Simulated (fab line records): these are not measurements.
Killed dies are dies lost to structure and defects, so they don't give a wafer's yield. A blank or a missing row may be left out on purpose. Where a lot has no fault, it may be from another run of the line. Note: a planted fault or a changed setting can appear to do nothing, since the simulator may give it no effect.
The tool behind it: which one? | flow nandHarc | Sampling: 12 lots, 36 wafers, 4 of 1302 route steps

WHAT THE GAUGES SHOWED, per wafer
Not one reading of a measure or inspect step in the record can be checked against a usual standard deviation.

WHAT TOOL EACH LOT RAN ON (gives the tool, then ch and the chambers of the sampled wafers, and finally the start)
lot  | NHARC_A_STAIRCASE_DEP_156       | NHARC_A_STAIRCASE_STRIP_171         | NHARC_A_STAIRCASE_DESCUM_11       | NHARC_A_STAIRCASE_EXPOSE_181
L221 | pecvd-03 ch 1,2, day 15 10:31   | plasmaAsher-02 ch 1, day 15 11:41   | rieDiel-04 ch 1,3, day 15 13:12   | krfScanner-03 ch 0, day 15 18:01
L220 | pecvd-01 ch 0,1,2, day 15 13:54 | plasmaAsher-01 ch 1, day 15 16:11   | rieDiel-02 ch 0,2,3, day 15 17:40 | krfScanner-02 ch 0, day 15 21:05
L225 | pecvd-01 ch 0,1, day 17 22:10   | plasmaAsher-02 ch 0,1, day 17 23:35 | rieDiel-13 ch 0,2,3, day 18 01:03 | krfScanner-04 ch 0, day 18 07:18
L226 | pecvd-04 ch 0,1,2, day 17 22:20 | plasmaAsher-02 ch 0,1, day 18 00:01 | rieDiel-13 ch 1,2, day 18 01:27   | krfScanner-03 ch 0, day 18 07:44
L227 | pecvd-04 ch 0,1,2, day 19 07:51 | plasmaAsher-01 ch 0,1, day 19 09:13 | rieDiel-13 ch 0,2,3, day 19 10:42 | krfScanner-03 ch 0, day 19 13:55
L230 | pecvd-01 ch 0,1,2, day 20 04:16 | plasmaAsher-02 ch 0,1, day 20 05:27 | rieDiel-13 ch 0,1, day 20 06:50   | krfScanner-04 ch 0, day 20 10:28
L234 | pecvd-04 ch 0,2, day 21 15:44   | plasmaAsher-02 ch 0,1, day 21 17:07 | rieDiel-02 ch 1,2,3, day 21 18:40 | krfScanner-04 ch 0, day 21 22:03
L237 | pecvd-01 ch 1,2, day 22 10:46   | plasmaAsher-02 ch 1, day 22 12:07   | rieDiel-13 ch 1,2,3, day 22 14:05 | krfScanner-04 ch 0, day 22 17:46
L240 | pecvd-04 ch 0,2, day 24 02:06   | plasmaAsher-01 ch 0,1, day 24 03:24 | rieDiel-13 ch 2,3, day 24 04:55   | krfScanner-03 ch 0, day 24 08:15
L241 | pecvd-03 ch 0,1, day 24 18:21   | plasmaAsher-01 ch 0,1, day 24 20:02 | rieDiel-13 ch 0,1,2, day 24 21:29 | krfScanner-02 ch 0, day 25 03:01
L242 | pecvd-01 ch 0,1, day 24 18:22   | plasmaAsher-02 ch 0,1, day 24 19:37 | rieDiel-04 ch 0,1,3, day 24 21:09 | krfScanner-03 ch 0, day 25 01:43
L243 | pecvd-04 ch 0,2, day 24 22:41   | plasmaAsher-01 ch 0,1, day 25 00:17 | rieDiel-13 ch 0,1, day 25 01:40   | krfScanner-03 ch 0, day 25 05:13
- NHARC_A_STAIRCASE_DEP_156: deposits SiNx, target thk 50 nm.
- NHARC_A_STAIRCASE_STRIP_171: strips in O2.
- NHARC_A_STAIRCASE_DESCUM_11: chemistry O2, time 3 s.
- NHARC_A_STAIRCASE_EXPOSE_181: exposes mask STAIR 2.

AS READ BY THE TOOLS THEMSELVES (means over the sampled wafers that have a number; for cases with no such wafer, the mark the record gives instead)
NHARC_A_STAIRCASE_DEP_156. Usual: heaterPowerOuterW 419 W, standard deviation 81; heaterPowerW 708 W, standard deviation 110; showerheadVppV 1300 V, standard deviation 60.
lot  | tool     | heaterPowerOuterW (W) | heaterPowerW (W) | showerheadVppV (V) | flag
L221 | pecvd-03 | 469                   | 757              | 1388               | 
L220 | pecvd-01 | 413                   | 713              | 1315               | 
L225 | pecvd-01 | 425                   | 707              | 1263               | 
L226 | pecvd-04 | 379                   | 640              | 1255               | 
L227 | pecvd-04 | 393                   | 661              | 1261               | 
L230 | pecvd-01 | 429                   | 738              | 1292               | 
L234 | pecvd-04 | 402                   | 655              | 1255               | 
L237 | pecvd-01 | 443                   | 784              | 1349               | 
L240 | pecvd-04 | 376                   | 641              | 1245               | 
L241 | pecvd-03 | 510                   | 807              | 1370               | 
L242 | pecvd-01 | 374                   | 662              | 1316               | 
L243 | pecvd-04 | 405                   | 662              | 1276               | 

NHARC_A_STAIRCASE_STRIP_171. Usual: drypumpMotorCurrentA 5.8 A, standard deviation 0.5; heaterPowerW 330 W, standard deviation 34.
lot  | tool           | drypumpMotorCurrentA (A) | heaterPowerW (W) | flag
L221 | plasmaAsher-02 | 5.2                      | 335              | 
L220 | plasmaAsher-01 | 6.5                      | 316              | 
L225 | plasmaAsher-02 | 5.8                      | 353              | 
L226 | plasmaAsher-02 | 5.5                      | 336              | 
L227 | plasmaAsher-01 | 5.9                      | 296              | 
L230 | plasmaAsher-02 | 5.8                      | 366              | 
L234 | plasmaAsher-02 | 5.8                      | 359              | 
L237 | plasmaAsher-02 | 5.2                      | 343              | 
L240 | plasmaAsher-01 | 6.2                      | 300              | 
L241 | plasmaAsher-01 | 6.2                      | 295              | 
L242 | plasmaAsher-02 | 5.8                      | 365              | 
L243 | plasmaAsher-01 | 5.9                      | 284              | 

NHARC_A_STAIRCASE_DESCUM_11. Usual: drypumpMotorCurrentA 5.8 A, standard deviation 0.61; mfcArSccm 0.019 sccm, standard deviation 0.0088; oesProductAu 1.003 a.u., standard deviation 0.013; rfVppV 57.7 V, standard deviation 1; showerheadPlenumPTorr 1.93 Torr, standard deviation 0.081; throttleValvePct 11.311 %, standard deviation 0.01.
lot  | tool       | drypumpMotorCurrentA (A) | mfcArSccm (sccm) | oesProductAu (a.u.) | rfVppV (V) | showerheadPlenumPTorr (Torr) | throttleValvePct (%) | flag
L221 | rieDiel-04 | 5.7                      | 0.017            | 1.005               | 58.4       | 1.99                         | 11.322               | 
L220 | rieDiel-02 | 6.5                      | 0.009            | 1.006               | 58.3       | 2.00                         | 11.306               | 
L225 | rieDiel-13 | 5.4                      | 0.017            | 0.999               | 58.1       | 1.88                         | 11.309               | 
L226 | rieDiel-13 | 6.0                      | 0.026            | 0.999               | 57.5       | 1.97                         | 11.315               | 
L227 | rieDiel-13 | 5.4                      | 0.017            | 0.999               | 57.5       | 1.87                         | 11.320               | 
L230 | rieDiel-13 | 5.7                      | 0.026            | 1.003               | 58.2       | 1.95                         | 11.313               | 
L234 | rieDiel-02 | 6.4                      | 0.013            | 1.004               | 57.7       | 1.90                         | 11.305               | 
L237 | rieDiel-13 | 5.8                      | 0.020            | 1.005               | 56.3       | 1.91                         | 11.322               | 
L240 | rieDiel-13 | 5.6                      | 0.014            | 0.987               | 57.1       | 1.86                         | 11.322               | 
L241 | rieDiel-13 | 5.6                      | 0.023            | 1.005               | 57.9       | 1.91                         | 11.309               | 
L242 | rieDiel-04 | 5.8                      | 0.022            | 1.015               | 57.7       | 1.96                         | 11.306               | 
L243 | rieDiel-13 | 6.1                      | 0.028            | 1.004               | 57.5       | 1.98                         | 11.311               | 

NHARC_A_STAIRCASE_EXPOSE_181. Usual: exposureDoseMJCm2 27.865, standard deviation 0.025; stageVelMmS 500.05 mm/s, standard deviation 0.22.
lot  | tool          | exposureDoseMJCm2 | stageVelMmS (mm/s) | flag
L221 | krfScanner-03 | 27.868            | 500.21             | 
L220 | krfScanner-02 | 27.854            | 500.29             | 
L225 | krfScanner-04 | 27.892            | 500.05             | 
L226 | krfScanner-03 | 27.852            | 500.10             | 
L227 | krfScanner-03 | 27.862            | 499.84             | 
L230 | krfScanner-04 | 27.845            | 499.95             | 
L234 | krfScanner-04 | 28.207            | 499.94             | OFF
L237 | krfScanner-04 | 28.203            | 500.03             | OFF
L240 | krfScanner-03 | 27.857            | 499.86             | 
L241 | krfScanner-02 | 27.863            | 500.05             | 
L242 | krfScanner-03 | 27.841            | 500.38             | 
L243 | krfScanner-03 | 27.881            | 499.93             | 

THE ANSWER, worked out from the rows above alone
Rule: take the mean of a lot's wafers that have a number; if it is more than 3 standard deviations from the usual mean, the lot is off. A lot without any number at a reading at which 4 lots or more have one is off too. Any other lot the step has rows for is counted as sound. The gauges are gone through in route order, then the tools' own readings, and for those a lot's mean is taken as printed above. The first step at which some lot is off is used, and at that step the reading that is off furthest; a lot without a number counts as furthest.
Off: L234, L237 (NHARC_A_STAIRCASE_EXPOSE_181, exposureDoseMJCm2).
A tool fits if, at that step or a process step before it, it ran every lot that is off, and no sound lot after the first of them. One fits: NHARC_A_STAIRCASE_EXPOSE_181 on krfScanner-04. A fault onset in the window from L230 (day 20 10:28, its last sound lot) to L234 (day 21 22:03, its first lot off) fits.
The tool's own readings at NHARC_A_STAIRCASE_EXPOSE_181 bear it out: on the lots that are off they differ by more than 5 times the standard deviation of the sound lots' means. exposureDoseMJCm2 reads 28.205 there against 27.861 on the sound lots.

WHAT WAS PUT IN BY THE SIMULATOR
Process parameters drifting: krfScanner-04 at NHARC_A_STAIRCASE_EXPOSE_181, beginning at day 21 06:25. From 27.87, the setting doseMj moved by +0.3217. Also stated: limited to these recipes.
Lots struck among those shown: L234, L237. The same result came from the rule above.
